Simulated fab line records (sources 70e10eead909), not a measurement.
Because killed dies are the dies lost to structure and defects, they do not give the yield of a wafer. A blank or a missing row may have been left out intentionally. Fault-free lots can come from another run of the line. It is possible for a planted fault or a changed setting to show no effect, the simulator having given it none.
Comparing a struck lot with a sound one | flow nand harc | 14 steps out of a route of 1159
Sound: the wafers L710.1, L710.5, L710.6. Wafers struck: L718.1, L718.3, L718.4. Last of all comes the cause.
Order at every step that has rows: each side's tool, ch and its chambers, its first start. Under that, the readings that differ: sound wafers | struck wafers | difference of the means | sigmas: that difference in standard deviations of wafers without a fault.
alike: a reading whose means differ by less than 2 such deviations, as well as words and numbers matching on both sides. not compared: withheld readings; readings where some wafer has no value; bounds like >300 that might hide an equal value; numbers whose values overlap and for which the record gives no deviation.
The two part at a step that has a row with sigmas, a row that says differs or no value, or rows on one side only. Numbers that don't overlap but have no deviation are shown without sigmas and don't part them. Lack of a reading on every wafer of one side parts them only where that side has two or more wafers.

NHARC_THIN_TSV_CMP_21: polishes, t overpolish 30 s, target thk 2000 nm.
  sound on cmp-02 ch 0,3, day 19 06:56; struck on cmp-02 ch 0,1,3, day 20 23:50
  alike: motor current A, overpolish run s
after that, 1 step had no rows for these wafers: NHARC_THIN_TSV_SRD_23.
NHARC_THIN_TSV_DEGAS_53: time 60 s.
  struck on pvd sputter-01, day 21 00:17; sound on pvd sputter-01, day 19 07:23
  alike: heater power w
NHARC_THIN_TSV_PRE_CLEAN_54: time 30 s.
  struck on pvd sputter-01, day 21 00:22; sound on pvd sputter-01, day 19 07:26
  alike: heater power w
then, 7 steps without rows for these wafers: NHARC_THIN_TSV_PVD_55 (deposits TiN, target thk 50 nm); NHARC_THIN_TSV_PVD_24 (deposits Al, target thk 800 nm); NHARC_THIN_TSV_DEHYDRATE_25 (time 120 s); NHARC_THIN_TSV_HMDS_26 (time 30 s); NHARC_THIN_TSV_COAT_27; NHARC_THIN_TSV_SOFTBAKE_28 (time 95 s); NHARC_THIN_TSV_EBR_29.
NHARC_THIN_TSV_EXPOSE_30: exposes mask PAD.
  sound on krf scanner-03 ch 0, day 19 08:22; struck on krf scanner-03 ch 0, day 21 01:16
  reading              | sound                | struck               | difference | sigmas
  exposure dose mJ cm2 | 11.442 11.481 11.471 | 11.758 11.759 11.771 | +0.298     | +25
  alike: mask
then, 1 step without rows for these wafers: NHARC_THIN_TSV_PEB_31 (peb time 85 s).
NHARC_END_SORT_01:
  sound on prober-02 ch 0, day 20 02:08; struck on prober-01 ch 0, day 21 08:50
  alike: defect limited yield, killed at array, killed at other, killed at periphery, killed dies, killed open, killed short, sort_bin_2_pct, sort_bin_3_pct, sort_bin_4_pct, sort n pass, sort rim yield pct, sort yield pct

WHERE THEY PART
Within this record, at NHARC_THIN_TSV_EXPOSE_30 only. Later steps at which nothing parts them and some readings are alike: NHARC_END_SORT_01.

WHY: the cause the simulator had injected
Process parameter drift: krf scanner-03, from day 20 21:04 on, at NHARC_THIN_TSV_EXPOSE_30. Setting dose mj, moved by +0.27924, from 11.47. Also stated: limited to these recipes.
